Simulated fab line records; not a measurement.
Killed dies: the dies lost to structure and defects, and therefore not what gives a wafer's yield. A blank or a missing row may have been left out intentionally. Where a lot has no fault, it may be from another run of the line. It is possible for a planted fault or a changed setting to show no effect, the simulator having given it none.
2 desks looking at one fault ; flow n5 finfet ; every desk sees just its own numbers, and what lay behind them comes last

METROLOGY DESK
Lot by lot, what the gauges showed, no matter which tool ran the lot: averages of those sampled wafers that carry a number. A lot is out of limits, marked OUT, if its mean lies more than 4 standard deviations from the usual mean; the brackets give that distance.
Columns: A = PAD_OVL at N5_PASSIVATION_OVL_MEAS_63, usual 1 nm
lot;first seen here;A
L427;day 11 11:23;-6
L426;day 11 11:37;-2
L431;day 13 05:09;-4
L432;day 13 12:59;1
L434;day 13 13:22;0
L433;day 13 13:31;-1
L435;day 14 00:46;0
L437;day 14 15:28;0
L439;day 15 02:56;-10
L445;day 16 11:04;10
L443;day 16 17:07;4
Finding of this desk: none of the 11 lots has anything out of limits.

TOOL OWNER'S DESK, remote plasma-01
The tool's own readings at N5_ILD0_PRECLEAN_10 (cleans in NF3:NH3, afs cycles 5, time 20 s, sublimation time 60 s): means of the sampled wafers that have a number, for each lot that ran on this tool. A lot is out of limits, marked OUT, if its mean lies more than 4 standard deviations from the usual mean; the brackets give that distance.
Columns: A = temp c at N5_ILD0_PRECLEAN_10, usual 30.01 C
lot;first seen here;A
L426;day 3 14:13;29.87
L427;day 3 17:48;30.06
L434;day 5 15:06;30.09
L435;day 5 19:41;30.07
L439;day 6 23:18;29.88
L443;day 7 23:50;29.97
L445;day 8 12:02;30.07
Finding of this desk: none of the 7 lots has anything out of limits.

ALL TOGETHER
At the metrology desk, nothing out of limits was observed.
Nothing out of limits was seen by the tool owner's desk.

WHAT HAD BEEN PUT IN BY THE SIMULATOR
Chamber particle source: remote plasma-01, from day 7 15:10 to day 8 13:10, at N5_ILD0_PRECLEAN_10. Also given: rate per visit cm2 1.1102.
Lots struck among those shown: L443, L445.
